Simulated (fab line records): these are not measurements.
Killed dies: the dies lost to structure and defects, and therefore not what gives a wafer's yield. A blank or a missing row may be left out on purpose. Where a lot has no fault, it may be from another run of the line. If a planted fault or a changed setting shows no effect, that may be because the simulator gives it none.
Chamber matching :: flow nand_harc :: NHARC_P_M1_CMP_23 on cmp-04 has 3 sister chambers
The step polishes, t overpolish 20 s, target thk 157.82 nm. 6 wafers are shown with their chamber, then 8 later ones without.

== WAFERS, EACH WITH ITS CHAMBER ==
wafer: L364.3
chamber: 3
motor_current_A (A): 12.1
time_to_endpoint_s (s): 33.6

wafer: L364.4
chamber: 1
motor_current_A (A): 12.5
time_to_endpoint_s (s): 28.3

wafer: L363.6
chamber: 1
motor_current_A (A): 12.6
time_to_endpoint_s (s): 24.0

wafer: L367.4
chamber: 0
motor_current_A (A): 11.4
time_to_endpoint_s (s): 30.4

wafer: L367.5
chamber: 3
motor_current_A (A): 12.8
time_to_endpoint_s (s): 31.1

wafer: L367.6
chamber: 0
motor_current_A (A): 11.7
time_to_endpoint_s (s): 29.7

== WAFERS WHOSE CHAMBER IS MISSING ==
wafer: L368.2
motor_current_A (A): 12.4
time_to_endpoint_s (s): 30.4

wafer: L368.3
motor_current_A (A): 11.8
time_to_endpoint_s (s): 31.4

wafer: L368.5
motor_current_A (A): 12.0
time_to_endpoint_s (s): 34.5

wafer: L369.1
motor_current_A (A): 12.5
time_to_endpoint_s (s): 30.4

wafer: L369.2
motor_current_A (A): 12.5
time_to_endpoint_s (s): 31.7

wafer: L380.2
motor_current_A (A): 12.4
time_to_endpoint_s (s): 29.3

wafer: L380.3
motor_current_A (A): 11.4
time_to_endpoint_s (s): 29.3

wafer: L380.5
motor_current_A (A): 13.1
time_to_endpoint_s (s): 31.7

== THE CHAMBER EACH PASSED THROUGH ==
wafer: L368.2
from the rows above: can't be placed: 3 or 1 or 0
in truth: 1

wafer: L368.3
from the rows above: can't be placed: 0 or 3
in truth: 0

wafer: L368.5
from the rows above: can't be placed: 3 or 0
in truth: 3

wafer: L369.1
from the rows above: can't be placed: 3 or 1
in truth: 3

wafer: L369.2
from the rows above: 3
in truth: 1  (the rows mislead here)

wafer: L380.2
from the rows above: can't be placed: 3 or 1 or 0
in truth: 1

wafer: L380.3
from the rows above: 0
in truth: 0

wafer: L380.5
from the rows above: can't be placed: 3 or 1
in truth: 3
Placed correctly: 1 of 8. Cannot be placed on the basis of these rows: 6; the candidates contain the true chamber in 6. Wrongly placed: 1.
How it was worked out, from the rows above alone: a wafer's distance from a chamber is the root of the sum, over the readings, of the square of ((its reading less the chamber's mean) divided by the reading's scatter). If the next closest chamber is less than 2 further off than the closest, the wafer can't be placed; otherwise it belongs to the closest. The mean given for a chamber averages the wafers shown for that chamber. The scatter: the root of (the sum of the squares of (reading less its chamber's mean) over the shown wafers, divided by (wafers less chambers)).
